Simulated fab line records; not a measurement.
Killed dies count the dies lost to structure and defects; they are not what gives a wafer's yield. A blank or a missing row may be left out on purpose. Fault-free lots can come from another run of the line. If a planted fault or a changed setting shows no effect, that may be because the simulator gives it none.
fab line records	flow nand-harc
[record] lots = 12	wafers = 34	last-day = 23
route steps=1159 shown A_M0@1023 A_M1@1039 END@1159
lots that met no fault: taken from a fault-free run of the same line
start-h: the number of hours between the record's first day and the start of the first shown wafer of the lot	wait-h: hours from the lot's prior step to this one	" the same as in the row above	L1.1+2: several wafers, shown together as one row	- value missing, or start not given	* or withheld: withheld	< > ~ a bound
route shown NAME@n: NAME is a module with steps in the file, n the number in the route of the first one	usual: mean and standard deviation over wafers with no fault	same: alike in all rows	chamber/n: place in a boat	sites: readings site by site	_std_site: standard deviation of those values	_edge_site: the outer-site mean with the inner-site mean subtracted	radius-mm: for every site, how far away it sits from the centre of the wafer	mask NAME#n: copy n	behind: the most recent tool/chamber to have shaped the wafer	hold: what put the lot on hold/how long, in hours/how the hold closed	device: names the non-switching transistor (n, p or np)	end of line: the same wafers' tests at the end of the route	step lacking rows: just its recipe	killed: not the wafer's yield, but the dies lost to structure and defects at the first sort	map: a wafer's dies, x killed, . not, _ none there
set.NAME: the run value of the setting; set.NAME@STEP: its run value at that earlier step	model.NAME: the simulator's own value behind a step, which no gauge read
a sample of lots followed through the steps of the route, with each step as a table and each wafer as a row
services: the hour from which a tool's chamber was out of use, counted from the record's first day as start-h (under 0 if before that day), plus the number of hours and why
[[steps]]
[step NHARC_A_M0_INSPECT_27]
[usual] raw-defect-count = 436/120
lot.wafer	tool	chamber	start-h	wait-h	raw-defect-count
L474.1	defect-inspect-02	-	411.60	0.0	298
L474.4	"	-	"	"	304
L474.5	"	-	"	"	295
L476.1	defect-inspect-01	-	411.78	0.0	523
L476.2	"	-	"	"	287
L476.6	"	-	"	"	389
L475.2	defect-inspect-01	-	412.37	0.0	445
L475.4	"	-	"	"	594
L475.6	"	-	"	"	362
L480.4	defect-inspect-02	-	433.03	0.0	301
L480.5	"	-	"	"	310
L480.6	"	-	"	"	309
L479.3	defect-inspect-02	-	433.35	0.0	485
L479.4	"	-	"	"	402
L479.5	"	-	"	"	607
L477.3	defect-inspect-01	-	439.10	0.0	419
L477.4	"	-	"	"	401
L477.6	"	-	"	"	285
L482.2	defect-inspect-01	-	446.33	0.0	362
L482.3	"	-	"	"	348
L482.5	"	-	"	"	403
L486.3	defect-inspect-01	-	469.58	0.0	530
L488.1	defect-inspect-02	-	491.66	0.0	548
L488.3	"	-	"	"	562
L488.4	"	-	"	"	711
L489.1	defect-inspect-01	-	492.67	0.0	667
L489.3	"	-	"	"	480
L489.6	"	-	"	"	481
L490.2	defect-inspect-01	-	507.30	0.0	345
L490.3	"	-	"	"	364
L490.4	"	-	"	"	368
L493.2	defect-inspect-02	-	507.81	0.0	523
L493.3	"	-	"	"	442
L493.4	"	-	"	"	771
[step NHARC_A_M1_DESCUM_14]
[recipe] time-s = 3	o2-flow-sccm = 200	ar-flow-sccm = 0	bias-power-w = 0	chemistry = O2
[usual] drypump-motor-current-A = 6.0/0.48	oes-product-au = 0.997/0.0092	rf-vpp-V = 57.9/0.87	showerhead-plenum-p-Torr = 1.92/0.084	throttle-valve-pct = 11.311/0.0092
lot.wafer	tool	chamber	start-h	wait-h	drypump-motor-current-A	oes-product-au	rf-hours-counter-h	rf-vpp-V	showerhead-plenum-p-Torr	throttle-valve-pct
L476.1	rie-diel-08	2	413.21	0.1	6.3	0.991	8	56.8	1.93	11.319
L476.2	"	0	"	"	6.1	0.993	8	59.4	1.98	11.315
L476.6	"	2	"	"	6.3	0.978	-	57.7	1.93	11.303
L474.1	rie-diel-03	0	413.47	0.1	5.2	0.992	1	58.3	1.91	11.316
L474.4	"	3	"	"	4.8	0.995	1	58.8	1.85	11.306
L474.5	"	1	"	"	5.8	0.995	-	58.8	2.01	11.316
L475.2	rie-diel-08	3	414.13	0.1	6.3	1.004	8	58.9	2.03	11.309
L475.6	"	3	"	"	6.3	1.020	-	59.4	2.03	11.297
L475.4	"	0	"	"	6.1	0.979	-	56.9	1.98	11.314
L480.4	rie-diel-11	0	434.63	0.1	6.6	0.993	1	57.8	2.00	11.303
L480.5	"	3	"	"	6.3	1.008	-	58.1	1.83	11.295
L480.6	"	0	"	"	6.6	0.994	-	58.2	2.00	11.314
L479.3	rie-diel-11	3	434.98	0.1	6.3	1.003	1	56.6	1.83	11.310
L479.4	"	0	"	"	6.6	0.997	1	58.2	2.00	11.321
L479.5	"	1	"	"	6.0	1.000	-	57.3	1.87	11.307
L477.4	rie-diel-08	3	440.58	0.1	6.3	1.008	10	57.5	2.03	11.311
L477.3	"	0	"	"	6.1	0.977	9	57.9	1.98	11.307
L477.6	"	1	"	"	6.2	0.996	-	58.5	2.04	11.320
L482.3	rie-diel-11	0	448.04	0.1	6.6	1.002	2	57.5	2.00	11.292
L482.2	"	1	"	"	6.0	1.004	2	57.2	1.87	11.316
L482.5	"	0	"	"	6.6	0.998	-	59.3	2.00	11.314
L486.3	rie-diel-11	3	471.06	0.1	6.2	1.007	2	57.3	1.83	11.305
L488.4	rie-diel-03	2	493.12	0.1	5.4	0.993	7	57.2	1.77	11.323
L488.3	"	0	"	"	5.2	0.983	8	57.7	1.90	11.319
L488.1	"	1	"	"	5.8	0.993	7	59.3	2.01	11.320
L489.3	rie-diel-03	0	494.27	0.1	5.2	0.981	8	57.8	1.91	11.315
L489.1	"	2	"	"	5.4	0.989	7	57.4	1.77	11.316
L489.6	"	1	"	"	5.9	1.000	-	58.5	2.01	11.314
L490.4	rie-diel-03	2	508.93	0.1	5.4	0.997	9	58.5	1.77	11.287
L490.2	"	3	"	"	4.8	0.998	10	56.2	1.85	11.302
L490.3	"	1	"	"	5.8	0.989	9	58.4	2.01	11.312
L493.3	rie-diel-08	3	509.50	0.1	6.3	0.991	1	56.0	2.03	11.307
L493.2	"	0	"	"	6.1	1.007	1	57.1	1.97	11.309
L493.4	"	3	"	"	6.3	0.990	-	56.6	2.03	11.302
[step NHARC_A_M1_ETCH_15]
[recipe] target-depth-a = 1825	time-s = 91.2	c4f8-flow-sccm = withheld	ar-flow-sccm = 400	rf-w = 600	bias-w = 300	chemistry = C4F8/Ar
[usual] bias-w = 299.8/0.86	oes-product-au = 0.948/0.025	rf-vpp-V = 440.8/2.8
lot.wafer	tool	chamber	start-h	wait-h	bias-w	oes-product-au	rf-hours-counter-h	rf-vpp-V
L476.2	rie-diel-08	3	413.42	-	299.4	0.933	8	445.1
L476.1	"	0	"	"	299.3	0.913	8	444.0
L476.6	"	0	"	"	298.8	0.909	-	443.8
L474.4	rie-diel-03	0	413.64	-	299.8	0.954	1	441.2
L474.1	"	1	"	"	299.5	0.956	1	444.9
L474.5	"	0	"	"	300.6	0.955	-	441.4
L475.2	rie-diel-08	2	414.32	-	301.9	0.944	8	441.7
L475.6	"	3	"	"	299.0	0.978	-	443.8
L475.4	"	0	"	"	301.4	0.954	-	443.1
L480.4	rie-diel-11	3	434.82	-	300.7	0.964	1	439.1
L480.5	"	0	"	"	300.8	0.951	-	443.3
L480.6	"	1	"	"	300.7	0.981	-	439.7
L479.3	rie-diel-11	0	435.13	-	300.1	0.920	1	443.0
L479.4	"	1	"	"	302.1	0.933	1	438.8
L479.5	"	0	"	"	299.8	0.919	-	443.5
L477.3	rie-diel-08	2	440.74	-	300.0	0.897	10	441.8
L477.4	"	0	"	"	300.2	0.920	9	442.7
L477.6	"	1	"	"	299.4	0.918	-	444.3
L482.3	rie-diel-11	0	448.23	-	298.4	0.965	2	443.7
L482.2	"	1	"	"	300.0	0.970	2	439.6
L482.5	"	3	"	"	300.6	0.982	-	437.9
L486.3	rie-diel-11	3	471.21	-	301.4	1.196	2	438.7
L488.1	rie-diel-03	2	493.30	-	298.8	0.963	7	435.7
L488.4	"	3	"	"	299.8	0.966	8	437.7
L488.3	"	0	"	"	299.5	0.967	8	439.5
L489.3	rie-diel-03	1	494.44	-	301.9	0.916	7	442.8
L489.1	"	3	"	"	300.6	0.920	8	439.6
L489.6	"	1	"	"	299.7	0.920	-	442.5
L490.3	rie-diel-03	0	509.11	-	300.2	0.896	10	439.7
L490.4	"	1	"	"	298.7	0.915	9	442.8
L490.2	"	2	"	"	300.2	0.922	9	436.3
L493.3	rie-diel-08	0	509.69	-	299.9	0.976	1	442.8
L493.2	"	3	"	"	299.3	0.962	1	444.9
L493.4	"	0	"	"	298.4	0.968	-	442.2
[step NHARC_A_M1_PVD_21]
[recipe] target-thk-a = 300	chamber-pressure-pa = 5	power-w = 5000	substrate-temp-c = 30	time-s = 20.49	material = Cu
[usual] throttle-valve-pct = 30.2/1.2
lot.wafer	tool	chamber	start-h	wait-h	throttle-valve-pct
L476.2	pvd-sputter-02	-	-	-	31.1
L476.1	"	-	"	"	29.8
L476.6	"	-	"	"	31.2
L474.1	pvd-sputter-03	-	-	-	26.9
L474.4	"	-	"	"	29.9
L474.5	"	-	"	"	30.2
L475.2	pvd-sputter-02	-	-	-	31.1
L475.4	"	-	"	"	29.2
L475.6	"	-	"	"	29.7
L480.4	pvd-sputter-02	-	-	-	31.4
L480.6	"	-	"	"	29.4
L480.5	"	-	"	"	30.1
L479.4	pvd-sputter-01	-	-	-	30.7
L479.3	"	-	"	"	30.7
L479.5	"	-	"	"	30.8
L477.4	pvd-sputter-03	-	-	-	30.3
L477.3	"	-	"	"	31.2
L477.6	"	-	"	"	30.1
L482.3	pvd-sputter-02	-	-	-	29.4
L482.2	"	-	"	"	30.0
L482.5	"	-	"	"	31.1
L486.3	pvd-sputter-02	-	-	-	31.0
L488.3	pvd-sputter-01	-	-	-	31.2
L488.1	"	-	"	"	30.2
L488.4	"	-	"	"	30.5
L489.3	pvd-sputter-01	-	-	-	30.8
L489.1	"	-	"	"	30.1
L489.6	"	-	"	"	30.6
L490.2	pvd-sputter-01	-	-	-	30.2
L490.3	"	-	"	"	30.4
L490.4	"	-	"	"	30.8
L493.4	pvd-sputter-02	-	-	-	31.0
L493.2	"	-	"	"	31.1
L493.3	"	-	"	"	29.1
[step NHARC_END_SORT_01]
[recipe] temp-c = 25
[usual] defect-limited-yield = 95.4/1.8	killed-at-array = 27/11	killed-at-other = 0.7/1.1	killed-at-periphery = 3.4/2.1	killed-dies = 31/12	killed-open = 3.6/2	killed-short = 2.0/1.3	sort_bin_2_pct = 1.5/0.71	sort_bin_3_pct = 0.25/0.22	sort_bin_4_pct = 2.9/1.2	sort-n-pass = 646/12	sort-rim-yield-pct = 95.0/2.5	sort-yield-pct = 95.4/1.8
[same] gross-dies = 677	sort_bin_5_pct[%] = 0	sort_bin_6_pct[%] = 0	sort_bin_7_pct[%] = 0	sort_bin_8_pct[%] = 0	sort-rim-n-gross = 106.00
lot.wafer	tool	chamber	start-h	wait-h	defect-limited-yield[%]	killed-at-array	killed-at-other	killed-at-periphery	killed-dies	killed-open	killed-short	sort_bin_2_pct[%]	sort_bin_3_pct[%]	sort_bin_4_pct[%]	sort-n-pass	sort-rim-yield-pct[%]	sort-yield-pct[%]
L476.1	prober-01	0	450.72	2.5	97.0	16	1	3	20	6	2	0.3	0.15	2.5	657	94.3	97.0
L476.2	prober-01	0	451.52	2.8	97.2	15	0	4	19	3	2	0.9	0	1.9	658	98.1	97.2
L476.6	prober-01	0	454.68	4.0	97.3	16	0	2	18	5	0	1.2	0	1.5	659	98.1	97.3
L474.1	prober-02	0	450.76	2.5	96.2	21	0	5	26	0	3	0.9	0.74	2.2	651	95.3	96.2
L474.4	prober-02	0	453.15	3.4	94.2	36	0	3	39	3	3	1.5	0.30	4.0	638	94.3	94.2
L474.5	prober-02	0	453.94	3.7	93.5	38	0	6	44	6	2	2.4	0	4.1	633	91.5	93.5
L475.2	prober-02	0	459.29	2.8	95.9	26	1	1	28	6	1	1.6	0.30	2.2	649	98.1	95.9
L475.4	prober-02	0	460.89	3.4	96.6	18	0	5	23	2	3	1.3	0.15	1.9	654	94.3	96.6
L475.6	prober-02	0	462.48	4.0	96.3	22	0	3	25	1	2	1.2	0	2.5	652	92.5	96.3
L479.3	prober-01	0	471.95	3.1	93.9	34	1	6	41	4	1	2.1	0.74	3.2	636	95.3	93.9
L479.4	prober-01	0	472.76	3.4	93.9	35	2	4	41	3	1	2.4	0	3.7	636	96.2	93.9
L479.5	prober-01	0	473.57	3.7	94.5	34	1	2	37	2	2	2.5	0.15	2.8	640	96.2	94.5
L480.4	prober-02	0	472.80	3.4	97.6	11	0	5	16	0	0	0.3	0.15	1.9	661	99.1	97.6
L480.5	prober-02	0	473.61	3.7	97.2	14	0	5	19	5	0	0.9	0.15	1.8	658	96.2	97.2
L480.6	prober-02	0	474.42	4.1	97.6	15	0	1	16	4	0	1.0	0.15	1.2	661	97.2	97.6
L477.3	prober-01	0	479.76	3.1	96.8	15	2	5	22	6	1	1.2	0.30	1.8	655	94.3	96.8
L477.4	prober-01	0	480.56	3.4	96.6	22	0	1	23	0	1	1.3	0	2.1	654	97.2	96.6
L477.6	prober-01	0	482.15	4.0	95.4	27	0	4	31	3	1	1.3	0.30	3.0	646	92.5	95.4
L482.2	prober-02	0	483.43	2.8	96.2	24	0	2	26	2	2	1.3	0.30	2.2	651	96.2	96.2
L482.3	prober-02	0	484.23	3.1	95.4	28	0	3	31	2	0	1.3	0.59	2.7	646	99.1	95.4
L482.5	prober-02	0	485.84	3.7	94.8	31	1	3	35	5	3	1.5	0.15	3.5	642	96.2	94.8
L486.3	prober-01	0	507.80	3.1	96.0	26	0	1	27	6	2	1.2	0.30	2.5	650	96.2	96.0
L488.1	prober-01	0	532.62	2.5	96.0	22	0	5	27	3	2	0.9	0	3.1	650	97.2	96.0
L488.3	prober-01	0	534.22	3.1	95.9	23	1	4	28	5	1	1.2	0.44	2.5	649	90.6	95.9
L488.4	prober-01	0	535.02	3.4	95.6	23	2	5	30	0	3	1.2	0	3.2	647	91.5	95.6
L489.1	prober-02	0	540.38	2.5	93.4	37	1	7	45	7	4	1.9	0.59	4.1	632	98.1	93.4
L489.3	prober-02	0	541.98	3.1	92.5	45	0	6	51	2	2	3.5	0.44	3.5	626	94.3	92.5
L489.6	prober-02	0	544.37	4.0	95.1	31	0	2	33	3	2	1.5	0.74	2.7	644	99.1	95.1
L493.2	prober-01	0	547.24	2.8	97.6	16	0	0	16	1	1	0.6	0.30	1.5	661	95.3	97.6
L493.3	prober-01	0	548.04	3.1	97.6	15	0	1	16	2	2	0.7	0	1.6	661	95.3	97.6
L493.4	prober-01	0	548.84	3.4	96.2	20	1	5	26	3	2	1.9	0.15	1.8	651	95.3	96.2
L490.2	prober-01	0	555.06	2.8	91.1	50	3	7	60	3	2	3.0	0.74	5.2	617	88.7	91.1
L490.3	prober-01	0	555.86	3.1	91.6	48	1	8	57	7	1	3.0	0.30	5.2	620	91.5	91.6
L490.4	prober-01	0	556.67	3.4	92.5	46	0	5	51	3	0	2.1	0.15	5.3	626	93.4	92.5
// killed by level:class
L476.1 A_CONTACT:chamber-film-flake=3 A_ONON_D1:geometric-particle:open=2 A_CHANNEL_HOLE_D1:chamber-film-flake=2 P_CONTACT:geometric-particle:open=1 A_ONON_D1:geometric-particle:short=1 A_CHANNEL_HOLE_D1:geometric-particle:short=1 A_WL_FILL:geometric-particle:open=1 A_BLC:geometric-particle:open=1
L474.1 A_CHANNEL_HOLE_D1:chamber-film-flake=10 P_M1:chamber-film-flake=3 A_SLIT:chamber-film-flake=3 A_STAIRCASE:chamber-film-flake=3 P_STI:chamber-film-flake=2 A_ZERO_WELL:chamber-film-flake=2 A_CHANNEL_HOLE_D1:geometric-particle:short=1 A_CHANNEL_FILL_D1:geometric-particle:short=1
L476.2 A_CHANNEL_HOLE_D1:chamber-film-flake=4 A_CONTACT:chamber-film-flake=3 A_CHANNEL_FILL_D1:chamber-film-flake=2 A_STAIRCASE:chamber-film-flake=2 P_STI:geometric-particle:short=1 P_GATE:geometric-particle:short=1 P_CONTACT:geometric-particle:open=1 A_BLC:geometric-particle:open=1
L474.4 A_CHANNEL_HOLE_D1:chamber-film-flake=11 A_SLIT:chamber-film-flake=11 A_CONTACT:chamber-film-flake=4 P_M1:chamber-film-flake=2 A_STAIRCASE:chamber-film-flake=2 A_ONON_D1:geometric-particle:short=1 A_CHANNEL_FILL_D1:geometric-particle:open=1 A_CHANNEL_FILL_D1:geometric-particle:short=1
L474.5 A_CHANNEL_HOLE_D1:chamber-film-flake=15 A_SLIT:chamber-film-flake=13 P_M1:chamber-film-flake=3 P_M1:geometric-particle:open=2 A_ONON_D1:geometric-particle:short=2 A_STAIRCASE:chamber-film-flake=2 A_CONTACT:chamber-film-flake=2 A_CHANNEL_FILL_D1:geometric-particle:open=1
L476.6 A_M0:geometric-particle:open=3 A_STAIRCASE:chamber-film-flake=3 A_CONTACT:chamber-film-flake=3 A_CHANNEL_FILL_D1:chamber-film-flake=2 A_WL_FILL:chamber-film-flake=2 A_CHANNEL_FILL_D1:geometric-particle:open=1 A_WL_FILL:geometric-particle:open=1 P_ZERO_WELL:chamber-film-flake=1
L475.2 A_SLIT:chamber-film-flake=10 A_CHANNEL_HOLE_D1:chamber-film-flake=3 A_CHANNEL_FILL_D1:chamber-film-flake=3 A_M0:geometric-particle:open=2 A_STAIRCASE:chamber-film-flake=2 A_CONTACT:chamber-film-flake=2 P_STI:geometric-particle:open=1 A_SOURCE_PLATE:geometric-particle:open=1
L475.4 A_SLIT:chamber-film-flake=6 A_CONTACT:chamber-film-flake=4 A_STAIRCASE:chamber-film-flake=3 P_GATE:chamber-film-flake=2 A_CHANNEL_HOLE_D1:chamber-film-flake=2 P_M0:geometric-particle:short=1 P_M1:geometric-particle:open=1 A_CHANNEL_FILL_D1:geometric-particle:short=1
L475.6 A_SLIT:chamber-film-flake=6 A_STAIRCASE:chamber-film-flake=5 A_CHANNEL_HOLE_D1:chamber-film-flake=3 P_CONTACT:chamber-film-flake=2 A_CHANNEL_FILL_D1:chamber-film-flake=2 A_CONTACT:chamber-film-flake=2 A_WL_FILL:geometric-particle:short=1 A_WL_FILL:geometric-particle:open=1
L479.3 A_CHANNEL_HOLE_D1:chamber-film-flake=17 P_ZERO_WELL:chamber-film-flake=5 A_SLIT:chamber-film-flake=4 A_ZERO_WELL:chamber-film-flake=3 A_BONDPAD:chamber-film-flake=3 A_CONTACT:geometric-particle:open=2 P_CONTACT:geometric-particle:open=1 A_ONON_D1:geometric-particle:short=1
L479.4 A_CHANNEL_HOLE_D1:chamber-film-flake=11 A_SLIT:chamber-film-flake=8 A_ZERO_WELL:chamber-film-flake=4 A_ONON_D1:geometric-particle:open=3 A_STAIRCASE:chamber-film-flake=3 P_ZERO_WELL:chamber-film-flake=3 A_CONTACT:chamber-film-flake=3 A_WL_FILL:chamber-film-flake=2
L480.4 A_STAIRCASE:chamber-film-flake=6 A_BLC:chamber-film-flake=3 P_ZERO_WELL:chamber-film-flake=2 P_STI:chamber-film-flake=2 A_CHANNEL_HOLE_D1:chamber-film-flake=2 P_GATE:chamber-film-flake=1
L479.5 A_CHANNEL_HOLE_D1:chamber-film-flake=18 A_SLIT:chamber-film-flake=4 A_STAIRCASE:chamber-film-flake=2 A_WL_FILL:chamber-film-flake=2 A_BONDPAD:chamber-film-flake=2 A_CHANNEL_HOLE_D1:geometric-particle:short=1 A_SGD_CUT:geometric-particle:open=1 A_CONTACT:geometric-particle:short=1
L480.5 A_STAIRCASE:chamber-film-flake=6 P_M0:geometric-particle:open=2 P_STI:chamber-film-flake=2 A_CHANNEL_HOLE_D1:chamber-film-flake=2 A_WL_FILL:chamber-film-flake=2 P_CONTACT:geometric-particle:open=1 A_WL_FILL:geometric-particle:open=1 A_CONTACT:geometric-particle:open=1
L480.6 A_CHANNEL_HOLE_D1:chamber-film-flake=3 A_STAIRCASE:chamber-film-flake=3 A_ZERO_WELL:chamber-film-flake=2 A_CONTACT:chamber-film-flake=2 A_BLC:chamber-film-flake=2 P_M1:geometric-particle:open=1 A_ONON_D1:geometric-particle:open=1 A_WL_FILL:geometric-particle:open=1
L477.3 A_SLIT:chamber-film-flake=4 A_BLC:chamber-film-flake=4 A_STAIRCASE:chamber-film-flake=3 STARTING-WAFER:geometric-particle:open=2 P_GATE:chamber-film-flake=2 P_STI:geometric-particle:open=1 P_M0:geometric-particle:open=1 A_ONON_D1:geometric-particle:open=1
L477.4 A_SLIT:chamber-film-flake=13 A_BLC:chamber-film-flake=4 A_STAIRCASE:chamber-film-flake=2 A_ONON_D1:geometric-particle:short=1 P_GATE:chamber-film-flake=1 A_ZERO_WELL:chamber-film-flake=1 A_BONDPAD:chamber-film-flake=1
L477.6 A_SLIT:chamber-film-flake=11 A_BONDPAD:chamber-film-flake=6 A_CHANNEL_HOLE_D1:chamber-film-flake=3 A_STAIRCASE:chamber-film-flake=3 P_GATE:chamber-film-flake=2 A_BLC:chamber-film-flake=2 P_GATE:geometric-particle:short=1 P_M0:geometric-particle:open=1
L482.2 A_CHANNEL_HOLE_D1:chamber-film-flake=11 A_STAIRCASE:chamber-film-flake=4 A_SGD_CUT:chamber-film-flake=2 A_CONTACT:chamber-film-flake=2 P_M0:geometric-particle:open=1 A_CHANNEL_FILL_D1:geometric-particle:short=1 A_SGD_CUT:geometric-particle:short=1 A_WL_FILL:geometric-particle:open=1
L482.3 A_CHANNEL_HOLE_D1:chamber-film-flake=19 A_STAIRCASE:chamber-film-flake=5 A_CONTACT:chamber-film-flake=2 P_CONTACT:geometric-particle:open=1 A_SOURCE_PLATE:geometric-particle:open=1 P_ZERO_WELL:chamber-film-flake=1 P_STI:chamber-film-flake=1 A_SGD_CUT:chamber-film-flake=1
L482.5 A_CHANNEL_HOLE_D1:chamber-film-flake=18 A_STAIRCASE:chamber-film-flake=4 P_CONTACT:geometric-particle:open=1 P_M0:geometric-particle:open=1 A_ONON_D1:geometric-particle:short=1 A_CHANNEL_FILL_D1:geometric-particle:short=1 A_WL_FILL:geometric-particle:open=1 A_CONTACT:geometric-particle:open=1
L486.3 A_CHANNEL_HOLE_D1:chamber-film-flake=16 A_CHANNEL_FILL_D1:geometric-particle:open=2 A_WL_FILL:geometric-particle:open=2 A_CONTACT:chamber-film-flake=2 P_M0:geometric-particle:open=1 A_ONON_D1:geometric-particle:short=1 A_M0:geometric-particle:open=1 A_M1:geometric-particle:short=1
L488.1 A_SLIT:chamber-film-flake=12 A_CHANNEL_HOLE_D1:chamber-film-flake=2 A_STAIRCASE:chamber-film-flake=2 A_CONTACT:chamber-film-flake=2 P_M0:geometric-particle:open=1 A_ONON_D1:geometric-particle:short=1 A_CHANNEL_FILL_D1:geometric-particle:short=1 A_M0:geometric-particle:open=1
L488.3 A_SLIT:chamber-film-flake=8 A_CHANNEL_HOLE_D1:chamber-film-flake=5 P_STI:chamber-film-flake=3 A_CONTACT:chamber-film-flake=3 A_STAIRCASE:chamber-film-flake=2 A_ONON_D1:geometric-particle:open=1 A_STAIRCASE:geometric-particle:open=1 A_SLIT:geometric-particle:open=1
L488.4 A_SLIT:chamber-film-flake=15 A_CHANNEL_HOLE_D1:chamber-film-flake=5 P_STI:chamber-film-flake=3 THIN_TSV:chamber-film-flake=2 P_GATE:geometric-particle:short=1 A_SOURCE_PLATE:geometric-particle:short=1 A_SGD_CUT:geometric-particle:short=1 P_M0:chamber-film-flake=1
L489.1 A_CHANNEL_HOLE_D1:chamber-film-flake=23 P_ZERO_WELL:chamber-film-flake=5 A_CONTACT:chamber-film-flake=4 A_CONTACT:geometric-particle:open=3 P_CONTACT:geometric-particle:open=2 A_CONTACT:geometric-particle:short=2 A_CHANNEL_FILL_D1:geometric-particle:short=1 A_SGD_CUT:geometric-particle:open=1
L489.3 A_CHANNEL_HOLE_D1:chamber-film-flake=32 A_CONTACT:chamber-film-flake=8 P_ZERO_WELL:chamber-film-flake=5 A_CHANNEL_FILL_D1:geometric-particle:short=1 A_SGD_CUT:geometric-particle:open=1 A_SGD_CUT:geometric-particle:short=1 A_CONTACT:geometric-particle:open=1 P_GATE:chamber-film-flake=1
L489.6 A_CHANNEL_HOLE_D1:chamber-film-flake=24 A_M0:geometric-particle:open=2 P_ZERO_WELL:chamber-film-flake=2 A_CHANNEL_FILL_D1:geometric-particle:open=1 A_STAIRCASE:geometric-particle:short=1 A_M0:geometric-particle:short=1 A_CONTACT:chamber-film-flake=1 A_M1:chamber-film-flake=1
L493.2 A_SLIT:chamber-film-flake=6 A_CHANNEL_HOLE_D1:chamber-film-flake=4 A_CONTACT:chamber-film-flake=4 A_CHANNEL_FILL_D1:geometric-particle:open=1 A_SGD_CUT:geometric-particle:short=1
L493.3 A_SLIT:chamber-film-flake=5 A_SGD_CUT:chamber-film-flake=3 A_CONTACT:chamber-film-flake=3 P_STI:geometric-particle:short=1 A_WL_FILL:geometric-particle:open=1 A_M0:geometric-particle:open=1 A_M1:geometric-particle:short=1 A_CHANNEL_HOLE_D1:chamber-film-flake=1
L493.4 A_SLIT:chamber-film-flake=9 A_CHANNEL_HOLE_D1:chamber-film-flake=5 P_GATE:chamber-film-flake=2 P_GATE:geometric-particle:open=1 A_CHANNEL_HOLE_D1:geometric-particle:open=1 A_WL_FILL:geometric-particle:short=1 A_M1:geometric-particle:short=1 STARTING-WAFER:geometric-particle:open=1
L490.2 A_CHANNEL_HOLE_D1:chamber-film-flake=24 A_SLIT:chamber-film-flake=8 A_CONTACT:chamber-film-flake=8 A_STAIRCASE:chamber-film-flake=7 P_ZERO_WELL:chamber-film-flake=4 THIN_TSV:chamber-film-flake=3 A_WL_FILL:geometric-particle:open=2 P_M0:geometric-particle:short=1
L490.3 A_CHANNEL_HOLE_D1:chamber-film-flake=19 A_SLIT:chamber-film-flake=13 A_STAIRCASE:chamber-film-flake=5 P_ZERO_WELL:chamber-film-flake=4 A_CONTACT:chamber-film-flake=4 A_BLC:geometric-particle:open=3 P_STI:chamber-film-flake=2 P_GATE:geometric-particle:open=1
L490.4 A_CHANNEL_HOLE_D1:chamber-film-flake=26 A_STAIRCASE:chamber-film-flake=7 A_SLIT:chamber-film-flake=6 P_ZERO_WELL:chamber-film-flake=4 A_CONTACT:chamber-film-flake=4 P_M2:geometric-particle:open=1 A_CHANNEL_FILL_D1:geometric-particle:open=1 A_CONTACT:geometric-particle:open=1
[[services]]
tool	chamber	start-h	hours	kind
rie-diel-03	-	392.70	9.0	pm
rie-diel-03	0	392.70	9.0	vent-cycle
rie-diel-03	1	392.70	9.0	vent-cycle
rie-diel-03	2	392.70	9.0	vent-cycle
rie-diel-03	3	392.70	9.0	vent-cycle
pvd-sputter-02	-	395.91	10.0	pm
rie-diel-03	0	401.70	-	clean
rie-diel-03	1	401.70	-	clean
rie-diel-03	2	401.70	-	clean
rie-diel-03	3	401.70	-	clean
rie-diel-11	1	406.67	7.5	repair
rie-diel-08	0	408.80	-	clean
rie-diel-08	1	411.36	9.2	repair
rie-diel-08	0	418.44	11.9	repair
rie-diel-03	-	433.20	1.1	repair
pvd-sputter-03	-	435.41	0.5	repair
rie-diel-03	3	455.16	4.6	repair
pvd-sputter-03	-	458.04	10.0	pm
pvd-sputter-01	-	464.33	4.0	repair
rie-diel-03	2	472.52	9.0	repair
rie-diel-08	-	478.80	9.0	pm
rie-diel-08	-	494.88	1.0	repair
pvd-sputter-03	-	495.71	0.8	repair
rie-diel-08	2	503.65	23.0	repair
[[key]]
[first-sign] step = NHARC_A_M1_ETCH_15	reading = oes-product-au	direction = up	sigmas = 9.9	usual = 0.948	struck = 1.196
effect none on later readings
met-at NHARC_A_M1_ETCH_15
struck-lots L486
struck-wafers L486.3
not-acting-at NHARC_A_M0_INSPECT_27,NHARC_A_M1_DESCUM_14,NHARC_A_M1_PVD_21
onset-between 448.23 471.21
[earlier-fault] kind = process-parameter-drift	tool = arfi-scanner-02	chamber = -	onset-h = 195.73	steps = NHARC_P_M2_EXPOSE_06	channel = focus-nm	offset = 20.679	spread-by-wafer = 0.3	shape = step
[fault] kind = process-parameter-drift	tool = rie-diel-11	chamber = 3	onset-h = 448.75	steps = NHARC_A_M1_ETCH_15	channel = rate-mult	offset = 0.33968	shape = step
